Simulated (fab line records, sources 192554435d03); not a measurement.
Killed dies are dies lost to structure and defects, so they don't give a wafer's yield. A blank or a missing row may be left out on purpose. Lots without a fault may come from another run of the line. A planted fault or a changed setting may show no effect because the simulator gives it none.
fab line records | flow n5_finfet
record lots=24 wafers=72 last_day=17
route steps=1938 shown BEOL_M12@1658 BEOL_M13@1690
lots that met no fault: from a run of the same line without faults
start_h: hours from the record's first day to the start of the lot's first wafer shown | wait_h: hours since the lot's step before | " the same as in the row above | L1.1+2: a row that stands for several wafers | - no value, or no start given | * or withheld: withheld | < > ~ a bound
route shown NAME@n: a module of which the file shows steps, and the number in the route of the first | usual: mean/standard deviation of fault-free wafers | same: alike in all rows | chamber/n: place in a boat | sites: the reading at each site | _std_site: their standard deviation | _edge_site: outer sites' mean less inner sites' | radius_mm: how far each site lies from the wafer's centre | mask NAME#n: copy n | behind: the tool/chamber that last shaped the wafer | hold: why the lot was held/for how many hours/how that ended | device: the transistor (n, p or np) that didn't switch | end of line: the same wafers' tests at the end of the route | a step without rows: its recipe alone | killed: dies lost to structure and defects at the first sort, not the wafer's yield | map: a wafer's dies, x killed, . not, _ none there
set.NAME: the setting as run; set.NAME@STEP: as run at that earlier step | model.NAME: the simulator's own value behind a step, which no gauge read
steps of the route over a sample of lots; a table a step, a row a wafer
services: from which hour (start_h, from the record's first day; less than 0 if before it) a tool's chamber was out of use, for how many hours, and why
## steps
# step N5_BEOL_M12_INSPECT_55
# recipe inspect_instrument=darkfield mode=post_dep
# usual raw_defect_count=79/29
# columns lot.wafer tool chamber start_h wait_h raw_defect_count
L074.2 defect_inspect-02 - 251.91 0.0 45
L074.5 " - " " 70
L074.6 " - " " 55
L076.1 defect_inspect-02 - 253.60 0.0 114
L076.4 " - " " 93
L076.6 " - " " 121
L075.2 defect_inspect-02 - 265.54 0.0 72
L075.5 " - " " 47
L075.6 " - " " 83
L077.1 defect_inspect-02 - 265.73 0.0 54
L077.4 " - " " 80
L077.5 " - " " 77
L078.1 defect_inspect-02 - 267.79 0.0 103
L078.2 " - " " 90
L078.3 " - " " 137
L080.2 defect_inspect-02 - 280.26 0.0 103
L080.4 " - " " 79
L080.5 " - " " 77
L079.2 defect_inspect-01 - 281.05 0.0 89
L079.4 " - " " 75
L079.6 " - " " 62
L082.1 defect_inspect-01 - 287.54 0.0 102
L082.4 " - " " 88
L082.5 " - " " 74
L083.1 defect_inspect-02 - 293.86 0.0 92
L083.4 " - " " 113
L083.5 " - " " 115
L081.1 defect_inspect-02 - 294.14 0.0 133
L081.4 " - " " 129
L081.5 " - " " 155
L084.1 defect_inspect-01 - 300.49 0.0 73
L084.2 " - " " 63
L084.5 " - " " 66
L085.3 defect_inspect-02 - 318.52 0.0 60
L085.4 " - " " 66
L085.5 " - " " 80
L087.1 defect_inspect-02 - 324.10 0.0 42
L087.4 " - " " 68
L087.6 " - " " 47
L086.3 defect_inspect-02 - 324.43 0.0 39
L086.4 " - " " 85
L086.6 " - " " 49
L089.2 defect_inspect-01 - 330.75 0.0 59
L089.4 " - " " 48
L089.6 " - " " 82
L090.2 defect_inspect-02 - 338.10 0.0 62
L090.3 " - " " 91
L090.6 " - " " 66
L088.1 defect_inspect-01 - 339.29 0.0 82
L088.4 " - " " 55
L088.5 " - " " 79
L091.1 defect_inspect-01 - 339.85 0.0 106
L091.3 " - " " 77
L091.6 " - " " 68
L092.2 defect_inspect-02 - 348.99 0.0 100
L092.4 " - " " 80
L092.5 " - " " 107
L093.2 defect_inspect-02 - 366.68 0.0 69
L093.3 " - " " 84
L093.5 " - " " 132
L095.1 defect_inspect-01 - 368.22 0.0 51
L095.3 " - " " 55
L095.6 " - " " 46
L096.2 defect_inspect-01 - 373.61 0.0 65
L096.3 " - " " 56
L096.5 " - " " 74
L094.1 defect_inspect-02 - 377.73 0.0 126
L094.4 " - " " 119
L094.5 " - " " 168
L097.1 defect_inspect-01 - 378.92 0.0 70
L097.2 " - " " 84
L097.3 " - " " 52
# step N5_BEOL_M13_OVL_MEAS_29
# recipe points_per_wafer=44
# usual M13_OVL=0/5.1
# columns lot.wafer tool chamber start_h wait_h M13_OVL[nm]
L074.2 overlay-02 0 253.86 0.0 -7
L074.5 " 0 " " -4
L074.6 " 0 " " 0
L076.1 overlay-02 0 255.19 0.0 2
L076.4 " 0 " " 0
L076.6 " 0 " " 2
L075.2 overlay-02 0 267.13 0.0 9
L075.5 " 0 " " -5
L075.6 " 0 " " 2
L077.1 overlay-02 0 267.31 0.0 -1
L077.4 " 0 " " 1
L077.5 " 0 " " 2
L078.1 overlay-02 0 270.97 0.0 6
L078.2 " 0 " " -3
L078.3 " 0 " " 15
L080.2 overlay-02 0 281.88 0.0 -6
L080.4 " 0 " " -1
L080.5 " 0 " " -11
L079.2 overlay-02 0 282.58 0.0 0
L079.4 " 0 " " 1
L079.6 " 0 " " 4
L082.1 overlay-02 0 289.26 0.0 4
L082.4 " 0 " " -8
L082.5 " 0 " " 7
L083.1 overlay-02 0 295.35 0.0 -1
L083.4 " 0 " " -1
L083.5 " 0 " " 4
L081.1 overlay-01 0 295.65 0.0 0
L081.4 " 0 " " 3
L081.5 " 0 " " 2
L084.1 overlay-01 0 302.14 0.0 -6
L084.2 " 0 " " -1
L084.5 " 0 " " 1
L085.3 overlay-01 0 320.40 0.0 -4
L085.4 " 0 " " -2
L085.5 " 0 " " -2
L087.1 overlay-01 0 325.69 0.0 0
L087.4 " 0 " " 4
L087.6 " 0 " " 7
L086.3 overlay-01 0 326.02 0.0 4
L086.4 " 0 " " -3
L086.6 " 0 " " -3
L089.2 overlay-02 0 332.47 0.0 -4
L089.4 " 0 " " -3
L089.6 " 0 " " -2
L090.2 overlay-02 0 339.85 0.0 4
L090.3 " 0 " " 9
L090.6 " 0 " " 6
L088.1 overlay-02 0 340.88 0.0 -6
L088.4 " 0 " " 3
L088.5 " 0 " " -2
L091.1 overlay-02 0 341.45 0.0 -1
L091.3 " 0 " " 4
L091.6 " 0 " " 1
L092.2 overlay-02 0 350.59 0.0 2
L092.4 " 0 " " 5
L092.5 " 0 " " 9
L093.2 overlay-01 0 368.27 0.0 -6
L093.3 " 0 " " -2
L093.5 " 0 " " -9
L095.1 overlay-01 0 369.81 0.0 2
L095.3 " 0 " " 5
L095.6 " 0 " " 8
L096.2 overlay-02 0 375.21 0.0 7
L096.3 " 0 " " 11
L096.5 " 0 " " 10
L094.1 overlay-01 0 379.45 0.0 -1
L094.4 " 0 " " -2
L094.5 " 0 " " -6
L097.1 overlay-02 0 380.57 0.0 3
L097.2 " 0 " " -2
L097.3 " 0 " " -4
# step N5_BEOL_M13_ETCH_68
# recipe chemistry=N2/H2 target=SOC mask_material=SiARC source_w=3000 bias_w=350 temp_c=40 time_s=355 ion_energy_ev=200 pressure_mtorr=30 n2_flow_sccm=200 h2_flow_sccm=200
# usual drypump_motor_current_A=5.9/0.35 n2_flow_sccm=200.1/0.61 oes_product_au=0.78/0.085 rf_vpp_V=523/3.3 showerhead_plenum_p_Torr=2.52/0.12 throttle_valve_pct=17.73/0.27
# columns lot.wafer tool chamber start_h wait_h drypump_motor_current_A n2_flow_sccm oes_product_au rf_hours_counter_h rf_vpp_V showerhead_plenum_p_Torr throttle_valve_pct
L074.2 rie_diel-06 0 254.10 0.1 6.3 199.1 0.84 68 524 2.57 17.77
L074.5 " 3 " " 6.5 199.8 0.91 - 521 2.49 17.28
L074.6 " 2 " " 5.6 200.3 0.74 - 528 2.66 17.81
L076.1 rie_diel-02 0 255.43 0.1 5.2 199.5 0.73 178 525 2.51 17.64
L076.4 " 1 " " 6.0 200.7 0.68 - 519 2.37 17.69
L076.6 " 1 " " 6.0 199.6 0.68 - 520 2.37 17.69
L075.2 rie_diel-05 2 267.71 0.1 6.0 199.6 0.74 160 517 2.34 17.59
L075.5 " 3 " " 6.0 199.2 0.75 - 526 2.64 18.13
L075.6 " 1 " " 5.5 198.5 0.70 - 519 2.40 18.34
L077.1 rie_diel-06 0 268.03 0.1 6.3 200.3 0.83 74 525 2.57 17.78
L077.4 " 0 " " 6.3 200.3 0.83 - 526 2.57 17.78
L077.5 " 3 " " 6.5 199.9 0.88 - 523 2.49 17.30
L078.1 rie_diel-06 0 272.85 0.1 6.3 199.6 0.84 77 525 2.57 17.78
L078.2 " 1 " " 5.7 200.5 0.69 246 521 2.40 18.09
L078.3 " 2 " " 5.6 200.7 0.73 175 527 2.65 17.82
L080.2 rie_diel-02 3 282.22 0.1 6.2 200.2 0.80 103 522 2.44 17.53
L080.4 " 1 " " 6.0 199.8 0.67 - 519 2.37 17.68
L080.5 " 1 " " 6.0 200.2 0.67 - 521 2.37 17.69
L079.2 rie_diel-05 2 282.92 0.1 6.0 200.2 0.72 166 518 2.34 17.59
L079.4 " 3 " " 5.9 199.3 0.73 182 526 2.64 18.15
L079.6 " 3 " " 6.0 200.2 0.74 - 527 2.64 18.16
L082.1 rie_diel-06 3 289.50 0.1 6.5 200.6 0.88 46 522 2.49 17.29
L082.4 " 0 " " 6.3 200.4 0.83 - 525 2.57 17.79
L082.5 " 3 " " 6.5 200.4 0.87 - 520 2.49 17.30
L083.1 rie_diel-05 1 295.59 0.1 5.5 200.1 0.69 241 522 2.40 18.35
L083.4 " 2 " " 6.0 200.8 0.72 170 518 2.34 17.58
L083.5 " 0 " " 5.5 200.2 0.84 - 522 2.46 17.32
L081.1 rie_diel-02 0 295.89 0.1 5.3 200.0 0.73 185 522 2.51 17.66
L081.4 " 0 " " 5.2 200.8 0.73 - 523 2.51 17.66
L081.5 " 3 " " 6.2 199.7 0.81 - 522 2.44 17.55
L084.1 rie_diel-02 3 302.52 0.1 6.2 199.7 0.80 114 521 2.43 17.54
L084.2 " 1 " " 6.0 199.2 0.67 239 520 2.37 17.71
L084.5 " 0 " " 5.3 200.1 0.73 - 524 2.51 17.68
L085.3 rie_diel-06 2 320.64 0.1 5.6 199.8 0.72 190 526 2.65 17.85
L085.4 " 0 " " 6.3 199.2 0.81 95 526 2.56 17.82
L085.5 " 0 " " 6.3 199.6 0.82 - 525 2.56 17.82
L087.1 rie_diel-06 3 325.93 0.1 6.5 199.9 0.86 60 522 2.48 17.34
L087.4 " 0 " " 6.3 200.8 0.82 96 525 2.56 17.82
L087.6 " 1 " " 5.8 200.6 0.99 - 528 2.71 17.56
L086.3 rie_diel-05 0 326.26 0.1 5.5 200.2 0.83 95 520 2.45 17.35
L086.4 " 0 " " 5.5 199.9 0.82 - 522 2.45 17.35
L086.6 " 2 " " 6.0 200.0 0.71 - 519 2.33 17.60
L089.2 rie_diel-02 0 332.71 0.1 5.3 201.3 0.71 200 523 2.50 17.68
L089.4 " 2 " " 5.7 200.1 0.82 87 528 2.69 17.96
L089.6 " 3 " " 6.2 200.6 0.79 - 520 2.43 17.57
L090.2 rie_diel-05 0 340.15 0.1 5.5 200.3 0.83 101 521 2.45 17.35
L090.3 " 3 " " 5.9 200.4 0.73 200 525 2.63 18.18
L090.6 " 0 " " 5.5 201.0 0.83 - 522 2.45 17.37
L088.1 rie_diel-06 2 341.12 0.1 5.6 200.0 0.72 197 526 2.65 17.83
L088.4 " 1 " " 5.7 200.0 0.97 12 530 2.71 17.59
L088.5 " 2 " " 5.6 199.3 0.72 - 525 2.65 17.85
L091.1 rie_diel-02 3 341.68 0.1 6.2 200.0 0.79 128 519 2.43 17.56
L091.3 " 2 " " 5.7 199.9 0.81 90 528 2.69 17.97
L091.6 " 0 " " 5.2 199.9 0.71 - 523 2.50 17.69
L092.2 rie_diel-06 1 350.83 0.1 5.7 199.3 0.94 15 528 2.71 17.60
L092.4 " 0 " " 6.3 200.8 0.81 103 524 2.56 17.83
L092.5 " 3 " " 6.5 200.6 0.84 - 523 2.48 17.34
L093.2 rie_diel-02 2 368.76 0.1 5.7 200.4 0.80 99 528 2.69 17.98
L093.3 " 3 " " 6.2 198.7 0.78 136 521 2.42 17.59
L093.5 " 2 " " 5.7 200.8 0.81 - 526 2.69 17.98
L095.1 rie_diel-05 3 370.23 0.1 5.9 200.6 0.73 211 526 2.62 18.20
L095.3 " 1 " " 5.5 199.6 0.97 7 530 2.71 17.83
L095.6 " 2 " " 6.0 199.8 0.72 - 517 2.33 17.63
L096.2 rie_diel-05 1 375.45 0.1 5.5 200.0 0.94 8 530 2.71 17.85
L096.3 " 2 " " 6.0 199.6 0.70 196 518 2.33 17.64
L096.5 " 2 " " 6.0 200.1 0.71 - 517 2.33 17.64
L094.1 rie_diel-02 2 379.73 0.1 5.7 200.1 0.80 103 527 2.69 18.00
L094.4 " 3 " " 6.2 199.6 0.78 139 520 2.42 17.60
L094.5 " 3 " " 6.2 200.8 0.78 - 521 2.42 17.60
L097.1 rie_diel-06 3 381.13 0.1 6.4 199.4 0.83 76 522 2.47 17.36
L097.2 " 0 " " 6.3 201.5 0.80 112 523 2.55 17.85
L097.3 " 1 " " 5.8 199.8 0.94 24 528 2.70 17.61
# step N5_BEOL_M13_SPUTTER_43
# recipe material=TaN target_thk_a=150 temp_c=50 bias_v=168.6 power_w=15000 chamber_pressure_pa=0.12 time_s=24.19
# usual susceptor_temp_C=50.00/0.12 throttle_valve_pct=30.3/0.7
# columns lot.wafer tool chamber start_h wait_h susceptor_temp_C throttle_valve_pct
L074.2 pvd_sputter-01 - 256.04 0.0 50.22 29.3
L074.5 " - " " 49.95 30.6
L074.6 " - " " 50.14 30.7
L076.1 pvd_sputter-01 - 258.89 0.0 50.00 30.5
L076.4 " - " " 49.77 30.3
L076.6 " - " " 50.00 30.7
L075.2 pvd_sputter-02 - 268.73 0.0 49.98 32.6
L075.5 " - " " 50.03 29.3
L075.6 " - " " 49.97 30.9
L077.1 pvd_sputter-03 - 268.95 0.0 50.18 30.8
L077.4 " - " " 49.97 30.5
L077.5 " - " " 49.88 30.5
L078.1 pvd_sputter-03 - 278.01 0.0 50.02 30.8
L078.2 " - " " 49.96 30.8
L078.3 " - " " 50.31 29.7
L080.2 pvd_sputter-02 - 285.88 0.0 49.89 31.3
L080.4 " - " " 49.87 29.3
L080.5 " - " " 50.25 29.6
L079.2 pvd_sputter-01 - 285.98 0.0 50.04 30.0
L079.4 " - " " 49.71 30.7
L079.6 " - " " 50.00 30.5
L082.1 pvd_sputter-01 - 291.28 0.0 49.90 31.1
L082.4 " - " " 50.16 30.4
L082.5 " - " " 49.96 30.5
L083.1 pvd_sputter-03 - 298.29 0.0 50.15 30.5
L083.4 " - " " 50.05 29.6
L083.5 " - " " 50.07 30.6
L081.1 pvd_sputter-03 - 300.71 0.0 49.90 29.5
L081.4 " - " " 49.86 30.4
L081.5 " - " " 50.01 29.5
L084.1 pvd_sputter-01 - 304.97 0.0 49.91 30.1
L084.2 " - " " 49.99 29.6
L084.5 " - " " 49.91 29.9
L085.3 pvd_sputter-02 - 322.58 0.0 50.07 31.1
L085.4 " - " " 49.97 29.4
L085.5 " - " " 50.04 29.6
L087.1 pvd_sputter-03 - 327.49 0.0 49.89 30.8
L087.4 " - " " 49.86 29.5
L087.6 " - " " 50.08 30.4
L086.3 pvd_sputter-01 - 327.74 0.0 50.17 30.8
L086.4 " - " " 50.02 29.8
L086.6 " - " " 50.11 30.5
L089.2 pvd_sputter-03 - 336.84 0.0 50.29 29.5
L089.4 " - " " 50.11 30.7
L089.6 " - " " 50.00 30.6
L090.2 pvd_sputter-01 - 347.59 0.0 49.97 30.6
L090.3 " - " " 49.98 30.4
L090.6 " - " " 49.70 29.6
L088.1 pvd_sputter-02 - 347.98 0.0 50.00 29.1
L088.4 " - " " 49.88 32.5
L088.5 " - " " 49.93 30.7
L091.1 pvd_sputter-01 - 347.99 0.0 49.92 30.4
L091.3 " - " " 49.89 30.5
L091.6 " - " " 50.18 30.9
L092.2 pvd_sputter-01 - 357.66 0.0 49.83 30.7
L092.4 " - " " 49.94 30.3
L092.5 " - " " 49.74 29.6
L093.2 pvd_sputter-03 - 371.57 0.0 50.02 30.7
L093.3 " - " " 50.01 29.2
L093.5 " - " " 49.98 30.8
L095.1 pvd_sputter-01 - 372.89 0.0 50.10 30.8
L095.3 " - " " 50.03 30.8
L095.6 " - " " 50.02 30.7
L096.2 pvd_sputter-03 - 377.19 0.0 49.99 30.6
L096.3 " - " " 49.85 30.4
L096.5 " - " " 49.84 30.4
L094.1 pvd_sputter-01 - 380.56 0.0 50.14 30.6
L094.4 " - " " 49.89 30.5
L094.5 " - " " 50.18 30.5
L097.1 pvd_sputter-02 - 382.35 0.0 50.02 29.2
L097.2 " - " " 49.82 31.1
L097.3 " - " " 50.02 29.2
# step N5_BEOL_M13_SPUTTER_45
# recipe material=Cu target_thk_a=800 temp_c=-20 bias_v=60 power_w=26000 chamber_pressure_pa=0.13 time_s=13.33
# usual susceptor_temp_C=-20.01/0.1 throttle_valve_pct=30.3/0.68
# columns lot.wafer tool chamber start_h wait_h susceptor_temp_C throttle_valve_pct
L074.2 pvd_sputter-01 - 256.20 0.0 -20.13 29.6
L074.5 " - " " -19.91 30.8
L074.6 " - " " -19.85 30.6
L076.1 pvd_sputter-01 - 259.05 0.0 -20.03 30.6
L076.4 " - " " -20.05 30.3
L076.6 " - " " -20.08 30.5
L075.2 pvd_sputter-02 - 268.89 0.0 -19.96 32.6
L075.5 " - " " -20.07 29.2
L075.6 " - " " -20.08 31.2
L077.1 pvd_sputter-03 - 269.11 0.0 -19.90 30.8
L077.4 " - " " -19.98 30.8
L077.5 " - " " -19.98 30.8
L078.1 pvd_sputter-03 - 278.17 0.0 -19.97 30.9
L078.2 " - " " -20.03 30.6
L078.3 " - " " -19.98 29.5
L080.2 pvd_sputter-02 - 286.04 0.0 -19.92 31.0
L080.4 " - " " -19.80 29.6
L080.5 " - " " -20.18 29.8
L079.2 pvd_sputter-01 - 286.14 0.0 -20.09 29.3
L079.4 " - " " -19.79 31.0
L079.6 " - " " -19.81 30.6
L082.1 pvd_sputter-01 - 291.44 0.0 -19.93 30.8
L082.4 " - " " -19.89 30.1
L082.5 " - " " -20.18 30.3
L083.1 pvd_sputter-03 - 298.45 0.0 -20.15 30.6
L083.4 " - " " -19.88 29.2
L083.5 " - " " -20.06 30.8
L081.1 pvd_sputter-03 - 300.87 0.0 -20.01 29.6
L081.4 " - " " -20.15 30.5
L081.5 " - " " -20.04 29.5
L084.1 pvd_sputter-01 - 305.13 0.0 -19.96 30.3
L084.2 " - " " -19.89 29.7
L084.5 " - " " -19.99 29.5
L085.3 pvd_sputter-02 - 322.74 0.0 -20.21 31.0
L085.4 " - " " -20.10 29.4
L085.5 " - " " -19.92 29.2
L087.1 pvd_sputter-03 - 327.65 0.0 -20.08 30.7
L087.4 " - " " -20.02 29.5
L087.6 " - " " -20.02 30.4
L086.3 pvd_sputter-01 - 327.90 0.0 -20.05 30.7
L086.4 " - " " -19.95 29.6
L086.6 " - " " -20.08 30.6
L089.2 pvd_sputter-03 - 337.00 0.0 -19.98 29.5
L089.4 " - " " -20.07 30.6
L089.6 " - " " -20.04 30.8
L090.2 pvd_sputter-01 - 347.75 0.0 -19.96 30.4
L090.3 " - " " -20.15 30.4
L090.6 " - " " -19.90 29.9
L088.1 pvd_sputter-02 - 348.14 0.0 -19.95 29.3
L088.4 " - " " -20.08 32.5
L088.5 " - " " -20.06 31.1
L091.1 pvd_sputter-01 - 348.15 0.0 -20.11 30.6
L091.3 " - " " -19.91 30.4
L091.6 " - " " -19.94 30.8
L092.2 pvd_sputter-01 - 357.82 0.0 -20.23 30.6
L092.4 " - " " -19.99 30.6
L092.5 " - " " -20.09 29.7
L093.2 pvd_sputter-03 - 371.73 0.0 -20.13 30.8
L093.3 " - " " -19.92 29.4
L093.5 " - " " -20.13 30.6
L095.1 pvd_sputter-01 - 373.05 0.0 -20.09 30.9
L095.3 " - " " -19.86 30.3
L095.6 " - " " -20.01 30.3
L096.2 pvd_sputter-03 - 377.35 0.0 -20.15 30.6
L096.3 " - " " -19.93 30.3
L096.5 " - " " -19.94 30.5
L094.1 pvd_sputter-01 - 380.72 0.0 -20.11 30.8
L094.4 " - " " -19.85 30.6
L094.5 " - " " -19.96 30.4
L097.1 pvd_sputter-02 - 382.51 0.0 -20.07 29.2
L097.2 " - " " -20.13 30.9
L097.3 " - " " -19.89 29.5
# step N5_BEOL_M13_THK_MEAS_50
# recipe thk_meas_gauge=xrf reads=Cu_of_BEOL_M13_ECD_47
# usual M13_THK=430/8.8
# columns lot.wafer tool chamber start_h wait_h M13_THK[nm]
L074.2 film_metro-01 - 257.07 - 421
L074.5 " - " " 433
L074.6 " - " " 437
L076.1 film_metro-01 - 259.92 - 439
L076.4 " - " " 447
L076.6 " - " " 440
L075.2 film_metro-01 - 269.76 - 419
L075.5 " - " " 426
L075.6 " - " " 442
L077.1 film_metro-01 - 270.03 - 417
L077.4 " - " " 421
L077.5 " - " " 425
L078.1 film_metro-02 - 279.04 - 419
L078.2 " - " " 427
L078.3 " - " " 437
L080.2 film_metro-02 - 286.93 - 438
L080.4 " - " " 422
L080.5 " - " " 424
L079.2 film_metro-01 - 287.02 - 414
L079.4 " - " " 421
L079.6 " - " " 427
L082.1 film_metro-02 - 292.33 - 426
L082.4 " - " " 413
L082.5 " - " " 427
L083.1 film_metro-02 - 299.39 - 443
L083.4 " - " " 426
L083.5 " - " " 440
L081.1 film_metro-02 - 301.93 - 428
L081.4 " - " " 426
L081.5 " - " " 431
L084.1 film_metro-02 - 306.01 - 452
L084.2 " - " " 434
L084.5 " - " " 433
L085.3 film_metro-02 - 323.61 - 429
L085.4 " - " " 428
L085.5 " - " " 424
L087.1 film_metro-02 - 328.53 - 439
L087.4 " - " " 429
L087.6 " - " " 441
L086.3 film_metro-01 - 328.77 - 442
L086.4 " - " " 439
L086.6 " - " " 417
L089.2 film_metro-01 - 337.87 - 425
L089.4 " - " " 428
L089.6 " - " " 433
L090.2 film_metro-01 - 348.66 - 442
L090.3 " - " " 420
L090.6 " - " " 441
L088.1 film_metro-02 - 349.38 - 434
L088.4 " - " " 440
L088.5 " - " " 431
L091.1 film_metro-01 - 349.38 - 433
L091.3 " - " " 422
L091.6 " - " " 426
L092.2 film_metro-02 - 358.74 - 439
L092.4 " - " " 426
L092.5 " - " " 423
L093.2 film_metro-01 - 372.90 - 433
L093.3 " - " " 436
L093.5 " - " " 433
L095.1 film_metro-01 - 373.92 - 420
L095.3 " - " " 446
L095.6 " - " " 417
L096.2 film_metro-01 - 378.36 - 440
L096.3 " - " " 419
L096.5 " - " " 420
L094.1 film_metro-01 - 381.59 - 436
L094.4 " - " " 440
L094.5 " - " " 437
L097.1 film_metro-02 - 383.62 - 429
L097.2 " - " " 418
L097.3 " - " " 442
## services
# columns tool chamber start_h hours kind
rie_diel-02 2 230.43 75.0 repair
rie_diel-02 - 257.21 15.6 pm
rie_diel-05 0 261.54 19.9 repair
rie_diel-06 2 264.89 6.7 repair
rie_diel-02 0 278.05 4.4 repair
rie_diel-06 1 287.76 - clean
rie_diel-06 1 287.76 - consumable_replace:focus_ring
rie_diel-06 1 287.76 - consumable_replace:showerhead
rie_diel-06 1 287.76 16.5 scheduled_down
rie_diel-06 1 287.76 16.5 vent_cycle
rie_diel-05 - 298.29 4.3 pm
rie_diel-06 2 307.35 1.8 repair
rie_diel-06 2 309.34 9.4 repair
rie_diel-05 1 325.31 - clean
rie_diel-02 1 337.28 - clean
rie_diel-02 1 337.28 - consumable_replace:focus_ring
rie_diel-02 1 337.28 - consumable_replace:showerhead
rie_diel-02 1 337.28 20.4 scheduled_down
rie_diel-02 1 337.28 20.4 vent_cycle
rie_diel-02 3 348.17 1.7 repair
rie_diel-06 3 351.73 3.7 repair
rie_diel-05 0 365.05 20.0 repair
rie_diel-06 0 370.50 2.6 repair
pvd_sputter-02 - 371.63 0.5 repair
## key
fault none
